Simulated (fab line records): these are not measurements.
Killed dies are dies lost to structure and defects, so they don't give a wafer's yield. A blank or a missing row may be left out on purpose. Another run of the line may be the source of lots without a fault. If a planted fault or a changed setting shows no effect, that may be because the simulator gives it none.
Which tool did it?    flow nandHarc    Sampling: 11 lots, 33 wafers, 6 of 1302 route steps

## WHAT THE GAUGES SHOWED, per wafer
NHARC_P_GATE_OVL_MEAS_27.
lot   measured      on          overlayXNm (nm)  overlayYNm (nm)
L301  day 6 02:37   overlay-01  0.4 0.4 0.7      -1.4 -0.8 -1.0
L302  day 6 14:17   overlay-01  0.2 -0.3 0.3     1.3 0.8 1.1
L303  day 7 01:38   overlay-01  -0.1 -0.1 -0.1   0.8 0.5 0.8
L304  day 7 09:58   overlay-01  -0.2 0.0 -0.1    0.1 0.7 0.5
L305  day 8 03:28   overlay-02  -0.6 -1.0 -0.7   -1.3 -1.4 -1.5
L306  day 8 06:04   overlay-01  -0.7 -0.4 -0.9   -1.0 -2.0 -1.6
L308  day 9 04:11   overlay-02  -1.0 -0.4 -0.7   0.4 0.1 0.6
L309  day 9 16:10   overlay-01  0.1 -0.5 -0.4    -0.1 0.0 0.4
L311  day 10 08:37  overlay-02  0.6 0.5 0.0      1.0 0.6 1.3
L317  day 12 20:56  overlay-01  0.4 -0.7 -0.5    0.2 0.2 0.5
L318  day 13 08:43  overlay-02  0.4 0.6 0.5      0.0 0.3 -0.3

NHARC_P_GATE_CD_MEAS_46: target cd 720 nm.
lot   measured      on        cdNm (nm)
L301  day 6 14:25   cdSem-03  720.1 717.3 715.4
L302  day 7 02:05   cdSem-02  723.8 724.2 723.3
L303  day 7 13:34   cdSem-03  718.0 720.7 720.3
L304  day 7 23:52   cdSem-03  722.2 720.9 719.0
L305  day 8 15:38   cdSem-02  722.5 723.0 720.7
L306  day 8 17:46   cdSem-03  717.5 718.4 716.1
L308  day 9 16:02   cdSem-02  767.2 768.3 767.0 767.1 768.2 767.3
L309  day 10 04:03  cdSem-01  766.2 767.2 767.4 766.1 767.1 767.2
L311  day 10 20:35  cdSem-01  724.7 727.5 724.0
L317  day 13 09:14  cdSem-03  722.4 722.0 722.0
L318  day 13 20:35  cdSem-02  718.7 719.0 719.8

NHARC_END_SORT_01.
lot   measured      on         killedAtArray  killedAtOther  killedAtPeriphery  killedDies  killedOpen  killedShort
L308  day 29 07:11  prober-02  63 67          0 2            8 4                71 73       5 5         4 0
L309  day 31 08:07  prober-01  40 38 43       1 5 1          10 12 11           51 55 55    4 7 4       2 3 0

## EACH LOT AND THE TOOL THAT RAN IT (in order: tool; ch and the chambers of the sampled wafers; start)
lot   NHARC_P_STI_ETCH_31                           NHARC_P_GATE_EXPOSE_43            NHARC_P_GATE_STRIP_112
L301  rieDiel-03 ch 0,2,3, day 6 02:37 or earlier   krfScanner-04 ch 0, day 6 14:16   plasmaAsher-01 ch 0,1, day 6 16:47
L302  rieDiel-03 ch 0,2,3, day 6 14:17 or earlier   krfScanner-02 ch 0, day 7 01:56   plasmaAsher-02 ch 0,1, day 7 04:30
L303  rieDiel-03 ch 0,1, day 7 01:38 or earlier     krfScanner-03 ch 0, day 7 13:25   plasmaAsher-02 ch 0,1, day 7 15:52
L304  rieDiel-13 ch 0,1,2, day 7 09:58 or earlier   krfScanner-04 ch 0, day 7 23:42   plasmaAsher-02 ch 0,1, day 8 02:10
L305  rieDiel-03 ch 0,2, day 8 03:28 or earlier     krfScanner-02 ch 0, day 8 15:29   plasmaAsher-02 ch 0,1, day 8 17:52
L306  rieDiel-13 ch 0,1,3, day 8 06:04 or earlier   krfScanner-02 ch 0, day 8 17:37   plasmaAsher-02 ch 0,1, day 8 20:04
L308  rieDiel-10 ch 1,2, day 9 04:11 or earlier     krfScanner-02 ch 0, day 9 15:53   plasmaAsher-01 ch 0,1, day 10 01:35
L309  rieDiel-13 ch 0,1, day 9 16:10 or earlier     krfScanner-02 ch 0, day 10 03:54  plasmaAsher-02 ch 0,1, day 10 15:46
L311  rieDiel-10 ch 0,1,2, day 10 08:37 or earlier  krfScanner-04 ch 0, day 10 20:25  plasmaAsher-01 ch 0,1, day 10 23:07
L317  rieDiel-13 ch 2,3, day 12 20:56 or earlier    krfScanner-04 ch 0, day 13 09:05  plasmaAsher-01 ch 0,1, day 13 11:31
L318  rieDiel-13 ch 0,1, day 13 08:43 or earlier    krfScanner-04 ch 0, day 13 20:26  plasmaAsher-02 ch 0,1, day 13 22:45
- NHARC_P_STI_ETCH_31: etches the open film in CF4/CHF3, target depth 108.9 nm, time 54.5 s.
- NHARC_P_GATE_EXPOSE_43: exposes mask P NSD, target cd 720 nm.
- NHARC_P_GATE_STRIP_112: strips in N2/H2, time 200 s.

## WHAT THE TOOLS THEMSELVES READ (means of the sampled wafers that have a number; where no wafer has one, the mark that the record gives instead)
NHARC_P_STI_ETCH_31.
lot   tool        chf3FlowSccm (sccm)  drypumpMotorCurrentA (A)  oesProductAu (a.u.)  rfVppV (V)  showerheadPlenumPTorr (Torr)  throttleValvePct (%)
L301  rieDiel-03  29.99                5.7                       0.968                371.2       1.60                          16.802
L302  rieDiel-03  29.99                5.7                       0.937                371.0       1.60                          16.802
L303  rieDiel-03  29.90                5.5                       0.963                370.6       1.58                          16.806
L304  rieDiel-13  29.99                6.0                       0.924                368.9       1.55                          16.804
L305  rieDiel-03  30.00                5.7                       0.977                371.5       1.58                          16.800
L306  rieDiel-13  29.86                5.8                       0.948                371.0       1.58                          16.803
L308  rieDiel-10  29.99                5.2                       0.982                368.8       1.53                          16.815
L309  rieDiel-13  29.95                6.1                       0.971                370.1       1.56                          16.804
L311  rieDiel-10  30.00                5.1                       0.932                368.3       1.52                          16.807
L317  rieDiel-13  30.02                5.6                       0.966                372.1       1.60                          16.803
L318  rieDiel-13  29.99                6.1                       0.970                370.3       1.56                          16.803

NHARC_P_GATE_EXPOSE_43.
lot   tool           exposureDoseMJCm2  stageVelMmS (mm/s)
L301  krfScanner-04  14.816             500.10
L302  krfScanner-02  14.810             499.91
L303  krfScanner-03  14.803             499.84
L304  krfScanner-04  14.817             499.89
L305  krfScanner-02  14.815             499.93
L306  krfScanner-02  14.819             500.22
L308  krfScanner-02  19.553             499.97
L309  krfScanner-02  19.571             500.12
L311  krfScanner-04  14.819             500.31
L317  krfScanner-04  14.800             499.97
L318  krfScanner-04  14.824             500.11

NHARC_P_GATE_STRIP_112.
lot   tool            drypumpMotorCurrentA (A)  heaterPowerW (W)
L301  plasmaAsher-01  5.7                       88
L302  plasmaAsher-02  5.5                       80
L303  plasmaAsher-02  6.0                       81
L304  plasmaAsher-02  5.5                       80
L305  plasmaAsher-02  6.0                       80
L306  plasmaAsher-02  5.5                       80
L308  plasmaAsher-01  5.8                       85
L309  plasmaAsher-02  6.0                       80
L311  plasmaAsher-01  5.8                       86
L317  plasmaAsher-01  5.8                       85
L318  plasmaAsher-02  6.0                       80

## THE ANSWER, worked out from the rows above alone
Rule: the usual values come from the lots themselves. The widest of any qualifying gaps counts: lots, ordered by their means at a reading, are off when they make up no more than a third of the lots, leave a main group of 4 or more, and stand apart from it by 3 or more times the standard deviation of that group's means. A main group whose means are all the same, to the digits that the tables above print for the reading, isn't used. A lot without any number at a reading at which 4 lots or more have one is off too. All remaining lots with rows at the step are treated as sound. After the gauges, taken in route order, come the tools' own readings; for these a lot's mean is taken, as printed above. At the first step where some lot is off, the reading lying furthest off is the one used; lots without a number count as furthest.
Off at NHARC_P_GATE_CD_MEAS_46 (cdNm): L308, L309. The main group has a mean of 720.9 nm with a standard deviation of 2.6.
A tool fits if, at a process step before that reading, it ran every lot that is off, and no sound lot after the first of them. The gauges at NHARC_P_GATE_CD_MEAS_46 aren't tried: what is off there is off at NHARC_P_GATE_EXPOSE_43 too, on other tools, and a gauge's error can't cause that. NHARC_P_STI_ETCH_31: start missing for some lots; hours and lot order therefore follow NHARC_P_GATE_OVL_MEAS_27. One candidate fits, namely krfScanner-02 at NHARC_P_GATE_EXPOSE_43. A fault onset in the window from L306 (day 8 17:37, its last sound lot) to L308 (day 9 15:53, its first lot off) fits.
The tool's own readings at NHARC_P_GATE_EXPOSE_43 bear it out: on the lots that are off they differ by more than 5 times the standard deviation of the sound lots' means. exposureDoseMJCm2 reads 19.562 there against 14.814 on the sound lots.

## WHAT THE SIMULATOR HAD PUT IN
Drift in process parameters on krfScanner-02 at NHARC_P_GATE_EXPOSE_43, starting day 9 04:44. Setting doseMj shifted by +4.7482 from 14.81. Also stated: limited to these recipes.
Lots struck among those shown: L308, L309. The same result came from the rule above.
